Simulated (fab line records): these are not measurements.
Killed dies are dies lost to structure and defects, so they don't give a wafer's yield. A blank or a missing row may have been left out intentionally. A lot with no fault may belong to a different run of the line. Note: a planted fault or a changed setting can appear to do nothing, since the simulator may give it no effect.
Lot-split experiment	flow n5_finfet	7 lots, 21 wafers read, on a route of 1938 steps

THE SPLIT ITSELF
At N5_BEOL_M5_COAT_22 (resist thk 30 nm), the setting spin_rpm was moved away from the recipe's 1500 rpm on 4 of the 21 wafers read, by -3.4% to +7.9%. For the rest of the wafers, this setting stayed at what the recipe calls for.

FROM THE SPLIT TO THE READING: what the file shows between them, 6 steps
- N5_BEOL_M5_EBR_24
- N5_BEOL_M5_SOFTBAKE_23: time 60 s
- N5_BEOL_M5_EXPOSE_25: exposes mask V4, defocus 10 nm
- N5_BEOL_M5_PEB_26: peb time 60 s
- N5_BEOL_M5_DEVELOP_27: develop time 30 s
- N5_BEOL_M5_DESCUM_33: chemistry O2, time 7 s

THE READING
CAR-EUV_of_BEOL_M5_COAT_22.thk_nm (the simulator's own value, which no gauge read), in nm, at N5_BEOL_M5_ETCH_75 (etches underlayer in N2/H2, target depth 6.5 nm, time 5.2 s). There is no usual value for it anywhere in the file. Here, 17 wafers ran the recipe; their average is 20.4 nm with a standard deviation of 0.14 nm.

wafer	tool, chamber at the split	spin_rpm as run, rpm	against the recipe	CAR-EUV_of_BEOL_M5_COAT_22.thk_nm, nm	against lot-mates on the recipe
L077.2	litho_track-05, 0	1500	recipe	20.2	-
L077.5	litho_track-05, 0	1500	recipe	20.2	-
L077.6	litho_track-05, 0	1500	recipe	20.2	-
L080.2	litho_track-05, 0	1500	recipe	20.4	-
L080.3	litho_track-05, 0	1500	recipe	20.6	-
L080.5	litho_track-05, 0	1500	recipe	20.6	-
L085.2	litho_track-05, 0	1500	recipe	20.4	-
L085.3	litho_track-05, 0	1500	recipe	20.4	-
L085.5	litho_track-05, 0	1500	recipe	20.4	-
L090.2	litho_track-05, 0	1500	recipe	20.4	-
L090.4	litho_track-05, 0	1500	recipe	20.2	-
L090.6	litho_track-05, 0	1565	+4.3%	19.8	-0.5
L093.1	litho_track-02, 0	1500	recipe	20.6	-
L093.5	litho_track-02, 0	1618	+7.9%	19.2	-1.4
L093.6	litho_track-02, 0	1618	+7.9%	19.4	-1.2
L096.3	litho_track-05, 0	1500	recipe	20.4	-
L096.4	litho_track-05, 0	1500	recipe	20.4	-
L096.6	litho_track-05, 0	1500	recipe	20.4	-
L097.3	litho_track-03, 0	1449	-3.4%	21.2	+0.7
L097.5	litho_track-03, 0	1500	recipe	20.4	-
L097.6	litho_track-03, 0	1500	recipe	20.6	-

FIT RESULTS
A straight line over all 21 wafers: CAR-EUV_of_BEOL_M5_COAT_22.thk_nm changes by -0.149 nm for each +1% of spin_rpm; r = -0.94; the points scatter about the line by 0.15 nm.
The same after taking each lot's own level away (the mean of its wafers on the recipe; 21 wafers): -0.164 nm for each +1%; r = -0.98; scatter 0.088 nm.
According to that fit, moving spin_rpm by its largest amount changes the reading by 1.3 nm.
Measured against the standard deviation above, the lots' own levels, which go from 20.20 to 20.60 nm, span 2.9 times it.
Hence the lot-to-lot level has little effect on the slope; both slopes agree.
Check: -1.19 nm against its lot-mates is what the line predicts for one of the wafers moved furthest among these (+7.9%) when that wafer is left out of the fit. It came out at -1.4 nm against them.

THE WHOLE CHAIN: every reading that the file lists as answering this split, in the file's order
step	what it does	reading	change (the file's fit)	r (the file's)
N5_BEOL_M5_COAT_22	resist thk 30 nm	CAR-EUV_of_BEOL_M5_COAT_22.thk_nm (the simulator's own value, which no gauge read)	-0.141 nm for each +1% of the setting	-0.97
N5_BEOL_M5_DEVELOP_27	develop time 30 s	CAR-EUV_of_BEOL_M5_COAT_22.thk_nm (the simulator's own value, which no gauge read)	-0.149 nm for each +1% of the setting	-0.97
N5_BEOL_M5_ETCH_75	etches underlayer in N2/H2, target depth 6.5 nm, time 5.2 s	CAR-EUV_of_BEOL_M5_COAT_22.thk_nm (the simulator's own value, which no gauge read)	-0.16 nm for each +1% of the setting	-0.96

FILE'S OWN FIT
CAR-EUV_of_BEOL_M5_COAT_22.thk_nm changes by -0.16 nm for each +1% of spin_rpm, r = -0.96.
